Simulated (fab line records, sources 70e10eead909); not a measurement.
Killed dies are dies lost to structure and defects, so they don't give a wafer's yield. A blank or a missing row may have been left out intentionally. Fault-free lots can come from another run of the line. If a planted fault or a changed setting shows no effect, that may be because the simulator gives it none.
Chamber matching | flow nandHarc | NHARC_A_CONTACT_ETCH_88 on rieDiel-04: 4 sister chambers
The step etches the open film in CF4, target depth 39 nm, time 65 s. 8 wafers are shown with their chamber, then 11 later ones without.

## EACH WAFER AND ITS CHAMBER
wafer  | chamber | showerheadPlenumPTorr (Torr) | drypumpMotorCurrentA (A)
L317.4 | 3       | 1.76                         | 5.7
L318.2 | 3       | 1.75                         | 5.7
L325.3 | 1       | 1.67                         | 5.2
L325.5 | 1       | 1.67                         | 5.2
L326.2 | 2       | 1.74                         | 5.7
L326.3 | 0       | 1.72                         | 5.5
L326.6 | 2       | 1.74                         | 5.6
L328.4 | 0       | 1.72                         | 5.5

## WAFERS WHOSE CHAMBER IS MISSING
wafer  | showerheadPlenumPTorr (Torr) | drypumpMotorCurrentA (A)
L328.5 | 1.74                         | 5.7
L328.6 | 1.75                         | 5.7
L331.2 | 1.74                         | 5.7
L331.6 | 1.74                         | 5.6
L333.2 | 1.72                         | 5.5
L333.6 | 1.67                         | 5.2
L332.1 | 1.75                         | 5.7
L332.6 | 1.74                         | 5.7
L337.2 | 1.67                         | 5.2
L337.4 | 1.72                         | 5.4
L337.5 | 1.74                         | 5.7

## THE CHAMBER EACH PASSED THROUGH
wafer  | from the rows above     | in truth
L328.5 | 2                       | 2
L328.6 | can't be placed: 3 or 2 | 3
L331.2 | 2                       | 2
L331.6 | 2                       | 2
L333.2 | 0                       | 0
L333.6 | 1                       | 1
L332.1 | can't be placed: 3 or 2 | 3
L332.6 | 2                       | 2
L337.2 | 1                       | 1
L337.4 | 0                       | 0
L337.5 | 2                       | 2
9 of 11 placed correctly. Cannot be placed on the basis of these rows: 2; the candidates contain the true chamber in 2. Number placed wrongly: 0.
How it was worked out, from the rows above alone: a wafer's distance from a chamber is the root of the sum, over the readings, of the square of ((its reading less the chamber's mean) divided by the reading's scatter). If the next closest chamber is less than 2 further off than the closest, the wafer can't be placed; otherwise it belongs to the closest. For every chamber, the mean is computed from those of its wafers that are shown. The scatter: take each reading less its chamber's mean, square it, sum over the shown wafers, divide by the number of wafers less the number of chambers, and take the root.
